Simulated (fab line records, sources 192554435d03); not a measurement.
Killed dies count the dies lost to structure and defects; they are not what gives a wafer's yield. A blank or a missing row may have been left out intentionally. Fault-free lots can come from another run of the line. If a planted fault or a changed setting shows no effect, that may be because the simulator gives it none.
Split-lot experiment    flow n5-finfet    on a route of 1938 steps: 7 lots, 21 wafers read

== ABOUT THE SPLIT ==
At N5_BEOL_M2_COAT_22 (resist thk 30 nm), the setting spin-rpm was moved away from the recipe's 1500 rpm on 5 of the 21 wafers read, by -4.5% to +8.1%. All remaining wafers had this setting at the recipe value.

== FROM THE SPLIT TO THE READING: what the file shows between them, 4 steps ==
- N5_BEOL_M2_EBR_24
- N5_BEOL_M2_SOFTBAKE_23: time 60 s
- N5_BEOL_M2_EXPOSE_25: exposes mask V1, defocus 5 nm
- N5_BEOL_M2_PEB_26: peb time 60 s

== THE READING ==
CAR-EUV_of_BEOL_M2_COAT_22.thk-nm (the simulator's own value, which no gauge read), in nm, at N5_BEOL_M2_DEVELOP_27 (develop time 30 s). No usual value for it is given in the file. The 16 wafers here that ran the recipe average 29.5 nm, standard deviation 0.12 nm.

wafer   tool, chamber at the split  spin-rpm as run, rpm  against the recipe  CAR-EUV_of_BEOL_M2_COAT_22.thk-nm, nm  against lot-mates on the recipe
L077.2  litho-track-04, 0           1500                  recipe              29.4                                   -
L077.4  litho-track-04, 0           1445                  -3.7%               29.8                                   +0.4
L077.5  litho-track-04, 0           1445                  -3.7%               30                                     +0.6
L082.1  litho-track-02, 0           1500                  recipe              29.4                                   -
L082.2  litho-track-02, 0           1500                  recipe              29.6                                   -
L082.4  litho-track-02, 0           1500                  recipe              29.6                                   -
L083.2  litho-track-03, 0           1433                  -4.5%               30.4                                   +0.6
L083.5  litho-track-03, 0           1433                  -4.5%               30.4                                   +0.6
L083.4  litho-track-03, 0           1500                  recipe              29.8                                   -
L086.1  litho-track-02, 0           1500                  recipe              29.4                                   -
L086.5  litho-track-02, 0           1500                  recipe              29.4                                   -
L086.3  litho-track-02, 0           1622                  +8.1%               28.4                                   -1.0
L087.1  litho-track-02, 0           1500                  recipe              29.6                                   -
L087.2  litho-track-02, 0           1500                  recipe              29.6                                   -
L087.4  litho-track-02, 0           1500                  recipe              29.6                                   -
L090.2  litho-track-02, 0           1500                  recipe              29.4                                   -
L090.3  litho-track-02, 0           1500                  recipe              29.4                                   -
L090.5  litho-track-02, 0           1500                  recipe              29.4                                   -
L092.1  litho-track-04, 0           1500                  recipe              29.6                                   -
L092.2  litho-track-04, 0           1500                  recipe              29.6                                   -
L092.4  litho-track-04, 0           1500                  recipe              29.6                                   -

THE FIT
A straight line over all 21 wafers: CAR-EUV_of_BEOL_M2_COAT_22.thk-nm changes by -0.148 nm for each +1% of spin-rpm; r = -0.94; the points scatter about the line by 0.15 nm.
The same after taking each lot's own level away (the mean of its wafers on the recipe; 21 wafers): -0.129 nm for each +1%; r = -0.99; scatter 0.052 nm.
That fit puts the effect of the largest move of spin-rpm on the reading at 1 nm.
Measured against the standard deviation above, the lots' own levels, which go from 29.40 to 29.80 nm, span 3.3 times it.
In other words, the slope is changed by the lot-to-lot level; the two fits disagree.
Check: with one of the wafers moved furthest among these (+8.1%) left out of the fit, the line predicts -1.1 nm for it against its lot-mates. Against them it came out at -1 nm.

== THESE WAFERS: OTHER SPLITS ==
Other splits were also applied to these wafers ahead of the reading. Each is held against what the fit with the lots' levels taken away leaves over:
other split on the same wafers    wafers away from the commonest value  r with CAR-EUV_of_BEOL_M2_COAT_22.thk-nm (lot level and that fit taken away)
N5_BEOL_M0_SAQP_PECVD_04 time-s   4                                     -0.41
N5_BEOL_M0_ETCH_138 source-w      5                                     -0.22
N5_BEOL_M1_CMP_52 down-force-psi  8                                     +0.24
N5_BEOL_M2_ILD_DEP_00 time-s      5                                     -0.03

== THE WHOLE CHAIN: every reading that the file lists as answering this split, in the file's order ==
step                   what it does       reading                                                                             change (the file's fit)                r (the file's)
N5_BEOL_M2_COAT_22     resist thk 30 nm   CAR-EUV_of_BEOL_M2_COAT_22.thk-nm (the simulator's own value, which no gauge read)  -0.14 nm for each +1% of the setting   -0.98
N5_BEOL_M2_DEVELOP_27  develop time 30 s  CAR-EUV_of_BEOL_M2_COAT_22.thk-nm (the simulator's own value, which no gauge read)  -0.127 nm for each +1% of the setting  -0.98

== THE FILE'S OWN FIT ==
CAR-EUV_of_BEOL_M2_COAT_22.thk-nm changes by -0.127 nm for each +1% of spin-rpm, r = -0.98.
